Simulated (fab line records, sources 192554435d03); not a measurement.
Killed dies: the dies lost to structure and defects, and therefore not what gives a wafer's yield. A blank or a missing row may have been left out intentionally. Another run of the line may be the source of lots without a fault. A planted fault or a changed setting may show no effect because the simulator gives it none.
The same fault as seen by 2 desks || flow n5_finfet || each desk has only its own numbers; what lay behind them comes last

## METROLOGY DESK
What the gauges read, lot by lot, whatever tool the lot ran on: means of the sampled wafers that have a number. Any lot whose mean is over 4 standard deviations away from the usual mean is out of limits and marked OUT; that distance is given in the brackets. It has 10 readings; the 7 that lie furthest out on some lot are the ones shown.
Columns: A = DIBL_N at N5_BEOL_M4_RC_MEAS_101, usual 35.7 mV/V; B = IOFF_N at N5_BEOL_M4_RC_MEAS_101, usual 0.152 nA/um; C = IOFF_P at N5_BEOL_M4_RC_MEAS_101, usual 0.20 nA/um; D = ION_P at N5_BEOL_M4_RC_MEAS_101, usual 461 uA/um; E = SS_P at N5_BEOL_M4_RC_MEAS_101, usual 73.1 mV/dec; F = VT_N at N5_BEOL_M4_RC_MEAS_101, usual 251 mV; G = VT_P at N5_BEOL_M4_RC_MEAS_101, usual -251 mV
{"lot": "L485", "first seen here": "day 7 18:44", "A": 35.8, "B": 0.173, "C": 0.24, "D": 467, "E": 73.9, "F": 248, "G": -246}
{"lot": "L486", "first seen here": "day 7 23:58", "A": 34.5, "B": 0.124, "C": 0.17, "D": 458, "E": 73.1, "F": 254, "G": -252}
{"lot": "L489", "first seen here": "day 8 23:14", "A": 36.3, "B": 0.179, "C": 0.19, "D": 458, "E": 73.5, "F": 250, "G": -254}
{"lot": "L490", "first seen here": "day 9 02:27", "A": 36.9, "B": 0.205, "C": 0.28, "D": 479, "E": 73.5, "F": 244, "G": -243}
{"lot": "L491", "first seen here": "day 9 08:35", "A": 35.5, "B": 0.159, "C": 0.23, "D": 467, "E": 72.6, "F": 248, "G": -247}
{"lot": "L500", "first seen here": "day 11 16:05", "A": 36.3, "B": 0.151, "C": 0.19, "D": 454, "E": 73.2, "F": 252, "G": -254}
{"lot": "L502", "first seen here": "day 12 15:07", "A": 34.5, "B": 0.143, "C": 0.19, "D": 465, "E": 73.3, "F": 253, "G": -250}
{"lot": "L503", "first seen here": "day 12 16:40", "A": 38.3, "B": 0.191, "C": 0.27, "D": 475, "E": 74.4, "F": 247, "G": -245}
{"lot": "L505", "first seen here": "day 12 17:35", "A": 34.3, "B": 0.125, "C": 0.16, "D": 449, "E": 72.7, "F": 255, "G": -257}
{"lot": "L507", "first seen here": "day 13 20:10", "A": 35.3, "B": 0.132, "C": 0.18, "D": 459, "E": 72.7, "F": 252, "G": -251}
This desk's verdict: no lot among the 10 shows anything out of limits.

## THE TOOL OWNER'S DESK: pvd_sputter-03
Per lot that ran on this tool, the mean of the sampled wafers carrying a number, from the tool's own readings at N5_BEOL_M3_ANNEAL_87 (time 240 s). Any lot whose mean is over 4 standard deviations away from the usual mean is out of limits and marked OUT; that distance is given in the brackets.
Columns: A = heater_power_w at N5_BEOL_M3_ANNEAL_87, usual 854 W; B = susceptor_temp_C at N5_BEOL_M3_ANNEAL_87, usual 400.01 C
{"lot": "L486", "first seen here": "day 7 08:43", "A": 802, "B": 399.91}
{"lot": "L500", "first seen here": "day 10 22:28", "A": 778, "B": 399.89}
{"lot": "L502", "first seen here": "day 12 00:37", "A": 778, "B": 400.12}
{"lot": "L503", "first seen here": "day 12 02:44", "A": 825, "B": 400.08}
This desk's verdict: no lot among the 4 shows anything out of limits.

## TAKEN TOGETHER
Metrology desk: nothing out of limits seen.
Nothing out of limits was seen by the tool owner's desk.

## WHAT THE SIMULATOR PUT IN
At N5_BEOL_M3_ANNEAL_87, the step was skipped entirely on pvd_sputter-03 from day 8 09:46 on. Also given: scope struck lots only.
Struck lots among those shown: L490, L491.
